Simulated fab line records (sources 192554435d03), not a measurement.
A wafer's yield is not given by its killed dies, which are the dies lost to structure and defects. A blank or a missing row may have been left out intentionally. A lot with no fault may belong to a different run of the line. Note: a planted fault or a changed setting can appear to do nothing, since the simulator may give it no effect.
Chamber matching :: flow n5 finfet :: 4 sister chambers for N5_BEOL_M6_ALD_77 on ald metal-03
The step deposits TaN, target thk 2 nm, pulse time 2 s, purge time 3 s. 8 wafers are shown with their chamber, then 8 later ones without.

WAFERS WITH THEIR CHAMBER
wafer: L079.4
chamber: 3
heater power w (W): 448
chamber pressure Torr (Torr): 2.992

wafer: L085.1
chamber: 2
heater power w (W): 399
chamber pressure Torr (Torr): 3.015

wafer: L090.2
chamber: 2
heater power w (W): 401
chamber pressure Torr (Torr): 3.000

wafer: L090.3
chamber: 0
heater power w (W): 351
chamber pressure Torr (Torr): 3.003

wafer: L092.1
chamber: 1
heater power w (W): 466
chamber pressure Torr (Torr): 3.005

wafer: L092.2
chamber: 0
heater power w (W): 348
chamber pressure Torr (Torr): 2.989

wafer: L092.3
chamber: 3
heater power w (W): 438
chamber pressure Torr (Torr): 3.000

wafer: L091.1
chamber: 1
heater power w (W): 469
chamber pressure Torr (Torr): 2.996

WAFERS WITHOUT THEIR CHAMBER
wafer: L091.4
heater power w (W): 447
chamber pressure Torr (Torr): 3.012

wafer: L091.6
heater power w (W): 341
chamber pressure Torr (Torr): 3.008

wafer: L096.1
heater power w (W): 405
chamber pressure Torr (Torr): 3.010

wafer: L096.2
heater power w (W): 461
chamber pressure Torr (Torr): 2.999

wafer: L096.5
heater power w (W): 484
chamber pressure Torr (Torr): 2.993

wafer: L097.1
heater power w (W): 408
chamber pressure Torr (Torr): 3.005

wafer: L097.4
heater power w (W): 470
chamber pressure Torr (Torr): 2.997

wafer: L097.6
heater power w (W): 453
chamber pressure Torr (Torr): 2.993

WHICH CHAMBER EACH WENT THROUGH
wafer: L091.4
from the rows above: 3
in truth: 3

wafer: L091.6
from the rows above: 0
in truth: 0

wafer: L096.1
from the rows above: 2
in truth: 2

wafer: L096.2
from the rows above: 1
in truth: 1

wafer: L096.5
from the rows above: 1
in truth: 1

wafer: L097.1
from the rows above: 2
in truth: 2

wafer: L097.4
from the rows above: 1
in truth: 1

wafer: L097.6
from the rows above: can't be placed: 3 or 1
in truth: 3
Correct placement for 7 of the 8. From these rows, 1 cannot be placed; in 1 the true chamber is one of the candidates. Wrongly placed: 0.
How it was worked out, from the rows above alone: a wafer's distance from a chamber is the root of the sum, over the readings, of the square of ((its reading less the chamber's mean) divided by the reading's scatter). If the next closest chamber is less than 2 further off than the closest, the wafer can't be placed; otherwise it belongs to the closest. For every chamber, the mean is computed from those of its wafers that are shown. How the scatter is found: for the shown wafers, subtract from each reading the mean of its chamber, square and add these, divide the total by (wafers less chambers), then take the root.
